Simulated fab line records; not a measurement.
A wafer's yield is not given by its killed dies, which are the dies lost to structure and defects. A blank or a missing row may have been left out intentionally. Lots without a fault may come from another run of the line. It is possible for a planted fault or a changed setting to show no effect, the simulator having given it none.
Matching of chambers :: flow nandHarc :: NHARC_A_BLC_ETCH_16 on rieDiel-09 has 4 sister chambers
The step etches the open film in CF4, target depth 39 nm, time 65 s. 14 wafers are shown with their chamber, then 7 later ones without.

WAFERS WITH THEIR CHAMBER
wafer: L965.1
chamber: 0
drypumpMotorCurrentA (A): 5.38
runLengthS (s): 86.7
rfVppV (V): 150.9

wafer: L965.4
chamber: 1
drypumpMotorCurrentA (A): 5.70
runLengthS (s): 87.2
rfVppV (V): 152.5

wafer: L965.5
chamber: 1
drypumpMotorCurrentA (A): 5.72
runLengthS (s): 86.6
rfVppV (V): 153.3

wafer: L962.3
chamber: 2
drypumpMotorCurrentA (A): 5.83
runLengthS (s): 86.3
rfVppV (V): 149.1

wafer: L962.4
chamber: 3
drypumpMotorCurrentA (A): 5.52
runLengthS (s): 85.3
rfVppV (V): 151.4

wafer: L962.5
chamber: 3
drypumpMotorCurrentA (A): 5.55
runLengthS (s): 85.3
rfVppV (V): 148.5

wafer: L967.3
chamber: 1
drypumpMotorCurrentA (A): 5.69
runLengthS (s): 86.7
rfVppV (V): 153.0

wafer: L967.4
chamber: 1
drypumpMotorCurrentA (A): 5.72
runLengthS (s): 86.4
rfVppV (V): 152.3

wafer: L967.6
chamber: 3
drypumpMotorCurrentA (A): 5.54
runLengthS (s): 85.2
rfVppV (V): 149.1

wafer: L964.2
chamber: 2
drypumpMotorCurrentA (A): 5.81
runLengthS (s): 87.0
rfVppV (V): 149.4

wafer: L964.4
chamber: 0
drypumpMotorCurrentA (A): 5.37
runLengthS (s): 86.4
rfVppV (V): 150.9

wafer: L964.5
chamber: 3
drypumpMotorCurrentA (A): 5.55
runLengthS (s): 85.2
rfVppV (V): 149.6

wafer: L968.2
chamber: 0
drypumpMotorCurrentA (A): 5.38
runLengthS (s): 86.5
rfVppV (V): 152.0

wafer: L968.3
chamber: 3
drypumpMotorCurrentA (A): 5.54
runLengthS (s): 85.2
rfVppV (V): 151.0

SIGNATURES (averages over the wafers above)
reading: drypumpMotorCurrentA
chamber 0: 5.3767
chamber 1: 5.7075
chamber 2: 5.8200
chamber 3: 5.5400
scatter within a chamber: 0.0124

reading: runLengthS
chamber 0: 86.533
chamber 1: 86.725
chamber 2: 86.650
chamber 3: 85.240
scatter within a chamber: 0.255

reading: rfVppV
chamber 0: 151.267
chamber 1: 152.775
chamber 2: 149.250
chamber 3: 149.920
scatter within a chamber: 0.873
Rule: a wafer's distance from a chamber is the root of the sum, over the readings, of the square of ((its reading less the chamber's mean) divided by the reading's scatter). The wafer belongs to the nearest chamber; if the next one is less than 2 further off, it can't be placed. The scatter: the root of (the sum of the squares of (reading less its chamber's mean) over the shown wafers, divided by (wafers less chambers)).

WAFERS MISSING THEIR CHAMBER
wafer: L968.6
drypumpMotorCurrentA (A): 5.80
runLengthS (s): 86.4
rfVppV (V): 149.4

wafer: L973.1
drypumpMotorCurrentA (A): 5.80
runLengthS (s): 86.3
rfVppV (V): 150.2

wafer: L973.2
drypumpMotorCurrentA (A): 5.56
runLengthS (s): 85.6
rfVppV (V): 149.1

wafer: L973.3
drypumpMotorCurrentA (A): 5.69
runLengthS (s): 87.0
rfVppV (V): 153.3

wafer: L977.3
drypumpMotorCurrentA (A): 5.70
runLengthS (s): 86.3
rfVppV (V): 152.4

wafer: L977.6
drypumpMotorCurrentA (A): 5.72
runLengthS (s): 86.4
rfVppV (V): 153.5

wafer: L979.3
drypumpMotorCurrentA (A): 5.80
runLengthS (s): 86.4
rfVppV (V): 149.9

WHICH CHAMBER EACH WENT THROUGH
wafer: L968.6
from the rows above: 2
in truth: 2

wafer: L973.1
from the rows above: 2
in truth: 2

wafer: L973.2
from the rows above: 3
in truth: 3

wafer: L973.3
from the rows above: 1
in truth: 1

wafer: L977.3
from the rows above: 1
in truth: 1

wafer: L977.6
from the rows above: 1
in truth: 1

wafer: L979.3
from the rows above: 2
in truth: 2
Correct placement for 7 of the 7. Can't be placed from these rows: 0. Number placed wrongly: 0.
